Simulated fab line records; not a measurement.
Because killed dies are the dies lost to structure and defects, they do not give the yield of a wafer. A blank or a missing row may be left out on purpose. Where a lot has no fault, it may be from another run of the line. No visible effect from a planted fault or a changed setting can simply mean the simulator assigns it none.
Comparing a struck lot with a sound one | flow n5Finfet | 15 steps out of a route of 1938
Sound: wafers L446.1, L446.3, L446.6. Wafers L459.1, L459.3, L459.4 were the ones struck. The cause is given at the end.
At each step with rows: each side's tool, then ch and its chambers, then its first start. Under that, the readings that differ: sound wafers | struck wafers | difference of the means | sigmas: that difference in standard deviations of wafers without a fault.
alike: same words and numbers on both sides, and readings whose means sit less than 2 such deviations apart. not compared: any withheld reading, any reading some wafer has no value for, any bound like >300 that may hide the same value, and any number with overlapping values for which the record gives no deviation.
Wherever a step has rows on one side only, a row that says differs or no value, or a row with sigmas, the two part there. When numbers do not overlap yet have no deviation, they are printed without sigmas and do not part them. Lack of a reading on every wafer of one side parts them only where that side has two or more wafers.

N5_BEOL_M10_OCD_MEAS_38:
  sound: ocd-02 at day 12 17:12; struck: ocd-02 at day 16 06:50
  alike: trenchDepthNm
then, 4 steps without rows for these wafers: N5_BEOL_M10_HM_STRIP_39 (strips TiN in peroxide tin strip, target depth 25 nm, time 158 s); N5_BEOL_M10_SRD_40 (time 30 s); N5_BEOL_M10_PRECLEAN_42 (cleans in residue remover, time 60 s); N5_BEOL_M10_SRD_43 (time 30 s).
N5_BEOL_M10_CD_MEAS_35: target cd 70 nm.
  sound: cdSem-01 at day 12 17:21; struck: cdSem-03 at day 16 06:59
  alike: cdNm
N5_BEOL_M10_CURE_72: cures SiCOH lowk, time 120 s.
  sound on uvCure-02 ch 2, day 12 17:23; struck on uvCure-01 ch 0, day 16 07:02
  alike: lampPowerPct, wafer_temp_C_max
N5_BEOL_M10_DEGAS_44: time 60 s.
  sound: pvdSputter-02 at day 12 17:46; struck: pvdSputter-03 at day 16 09:11
  alike: heaterPowerW, susceptorTempC
N5_BEOL_M10_PRE_CLEAN_45: time 30 s.
  sound: pvdSputter-02 at day 12 17:49; struck: pvdSputter-03 at day 16 09:13
  alike: heaterPowerW, susceptorTempC
N5_BEOL_M10_ALD_74: deposits TaN, target thk 2 nm, pulse time 2 s, purge time 3 s.
  sound on aldMetal-02 ch 0,1,2, day 12 17:53; struck on aldMetal-01 ch 1,3, day 16 09:26
  alike: heaterPowerW, susceptorTempC
N5_BEOL_M10_SURFACE_TREAT_76:
  sound: pvdSputter-02 at day 12 18:11; struck: pvdSputter-03 at day 16 10:01
  alike: arFlowSccm
  not compared: throttleValvePct
then, 1 step without rows for these wafers: N5_BEOL_M10_CVD_75 (deposits Co from CCTBA/H2, target thk 2 nm, time 138.9 s).
N5_BEOL_M10_SPUTTER_48: material Cu, target thk 12 nm, time 2 s.
  sound: pvdSputter-01 at day 12 18:29; struck: pvdSputter-03 at day 16 10:17
reading             | sound             | struck            | difference | sigmas
cathodeDcPowerW (W) | 25999 25998 25997 | 27877 27880 27876 | +1880      | +99 or more
  alike: biasV, susceptorTempC, throttleValvePct
then, 1 step without rows for these wafers: N5_BEOL_M10_ECD_50 (material Cu, target thk 318 nm).
N5_PASSIVATION_PROBE_49:
  sound: prober-01 at day 15 01:19; struck: prober-01 at day 18 06:04
reading            | sound    | struck   | difference | sigmas
killed_at_M0_to_M3 | 17 18 26 | 45 54 48 | +29        | +3
  alike: defectLimitedYield, killed_at_M4_up, killedAtContacts, killedAtFrontEnd, killedAtOther, killedDies, killedOpen, killedShort, sort_bin_4_leakage, sort_bin_5_function, sort_bin_6_memory, sort_bin_8_speed, sortNPass, sortYieldPct

WHERE THEY PART
Earliest at N5_BEOL_M10_SPUTTER_48; latest, in this record, at N5_PASSIVATION_PROBE_49.

WHY: the cause the simulator had injected
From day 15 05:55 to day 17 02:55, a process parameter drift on pvdSputter-03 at N5_BEOL_M10_SPUTTER_48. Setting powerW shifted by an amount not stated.
